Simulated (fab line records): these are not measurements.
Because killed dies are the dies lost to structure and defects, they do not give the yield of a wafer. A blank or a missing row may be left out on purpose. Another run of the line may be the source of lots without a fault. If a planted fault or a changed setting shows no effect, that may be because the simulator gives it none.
fab line records -- flow n5_finfet
record lots=7, wafers=39
route steps=1938 shown PASSIVATION@1930
start_h: hours from the record's opening day to when the first of the lot's shown wafers began -- wait_h: hours from the lot's prior step to this one -- " unchanged from the row above -- L1.1+2: one row covering several wafers at once -- - no value, or no start given -- * or withheld: withheld -- < > ~ a bound
route shown NAME@n: a module of which the file shows steps, and the number in the route of the first -- usual: the fault-free wafers' mean and standard deviation -- same: alike in all rows -- chamber/n: place in a boat -- sites: readings site by site -- _std_site: the values' standard deviation -- _edge_site: outer sites' mean less inner sites' -- radius_mm: for every site, how far away it sits from the centre of the wafer -- mask NAME#n: copy n -- behind: the most recent tool/chamber to have shaped the wafer -- hold: why the lot was held/for how many hours/how that ended -- device: names the non-switching transistor (n, p or np) -- end of line: the same wafers' tests at the end of the route -- a step without rows: its recipe alone -- killed: dies lost to structure and defects at the first sort, not the wafer's yield -- map: dies across one wafer; x = killed, . = not, _ = none there
set.NAME: the setting the step ran with; set.NAME@STEP: the setting that earlier step ran with -- model.NAME: the simulator's own value behind a step, which no gauge read
lots with deliberately changed settings; one table per step, one row per wafer
## steps
# step N5_PASSIVATION_ETCH_54
# recipe chemistry=CHF3/O2, target=SiO2, target_depth_a=8800, CHF3_flow_sccm=50, O2_flow_sccm=5, Ar_flow_sccm=200, time_s=440, mask_material=PR, pressure_mtorr=30, source_w=650, bias_w=170, ion_energy_ev=200
lot.wafer,tool,chamber,start_h,wait_h,set.target_depth_a,model.etch.depth_nm,model.PASSIVATION.feature_depth_nm
L075.1,rie_diel-01,2,276.24,0.1,8800,882.3,882.2
L075.2,rie_diel-01,3,276.24,0.1,8800,878,878
L075.3,rie_diel-01,0,276.24,0.1,8800,866.5,866.6
L075.4,rie_diel-01,3,276.24,0.1,8800,876.1,876.2
L075.5,rie_diel-01,0,276.24,0.1,8800,866.6,866.6
L075.6,rie_diel-01,2,276.24,0.1,8800,874.3,874.4
L076.1,rie_diel-04,1,276.72,0.1,12370,1257,1257
L076.2,rie_diel-04,3,276.72,0.1,8800,869.9,870
L076.3,rie_diel-04,0,276.72,0.1,12370,1219,1219
L076.4,rie_diel-04,2,276.72,0.1,12370,1269,1269
L076.5,rie_diel-04,2,276.72,0.1,8800,899.5,899.6
L076.6,rie_diel-04,3,276.72,0.1,8800,874,874
L084.1,rie_diel-04,3,342.08,0.1,8800,906.5,906.4
L084.2,rie_diel-04,2,342.08,0.1,8800,900.1,900.2
L084.3,rie_diel-04,1,342.08,0.1,8800,879.2,879.2
L084.4,rie_diel-04,0,342.08,0.1,8800,859,859
L084.5,rie_diel-04,0,342.08,0.1,8800,862.9,862.8
L084.6,rie_diel-04,3,342.08,0.1,8800,909.4,909.4
L091.2,rie_diel-01,3,385.23,0.1,8800,872.1,872
L091.5,rie_diel-01,2,385.23,0.1,8800,875,875
L091.6,rie_diel-01,3,385.23,0.1,8800,878.1,878
L095.1,rie_diel-01,0,402.39,0.1,8800,864.8,864.8
L095.2,rie_diel-01,1,402.39,0.1,8800,894.2,894.2
L095.3,rie_diel-01,2,402.39,0.1,8800,875.4,875.4
L095.4,rie_diel-01,3,402.39,0.1,8800,873.4,873.4
L095.5,rie_diel-01,0,402.39,0.1,8800,857.9,858
L095.6,rie_diel-01,3,402.39,0.1,8800,888.4,888.4
L096.1,rie_diel-03,0,409.74,0.1,5639,554.9,555
L096.2,rie_diel-03,3,409.74,0.1,8800,881.3,881.2
L096.3,rie_diel-03,1,409.74,0.1,8800,851.2,851.2
L096.4,rie_diel-03,0,409.74,0.1,5639,560.6,560.6
L096.5,rie_diel-03,1,409.74,0.1,5639,545.6,545.6
L096.6,rie_diel-03,3,409.74,0.1,8800,883,883
L097.1,rie_diel-03,0,433.59,0.1,10800,1054,1054
L097.2,rie_diel-03,2,433.59,0.1,8800,885.8,885.8
L097.3,rie_diel-03,1,433.59,0.1,8800,845.7,845.6
L097.4,rie_diel-03,3,433.59,0.1,10800,1079,1079
L097.5,rie_diel-03,2,433.59,0.1,8800,896.2,896.2
L097.6,rie_diel-03,1,433.59,0.1,10800,1041,1041
## key
split step=N5_PASSIVATION_ETCH_54, setting=target_depth_a, stated=8800, by=wafer
response step=N5_PASSIVATION_ETCH_54, reading=model.etch.depth_nm, change=+8.82, per=1%, r=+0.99
response step=N5_PASSIVATION_ETCH_54, reading=model.PASSIVATION.feature_depth_nm, change=+8.82, per=1%, r=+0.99
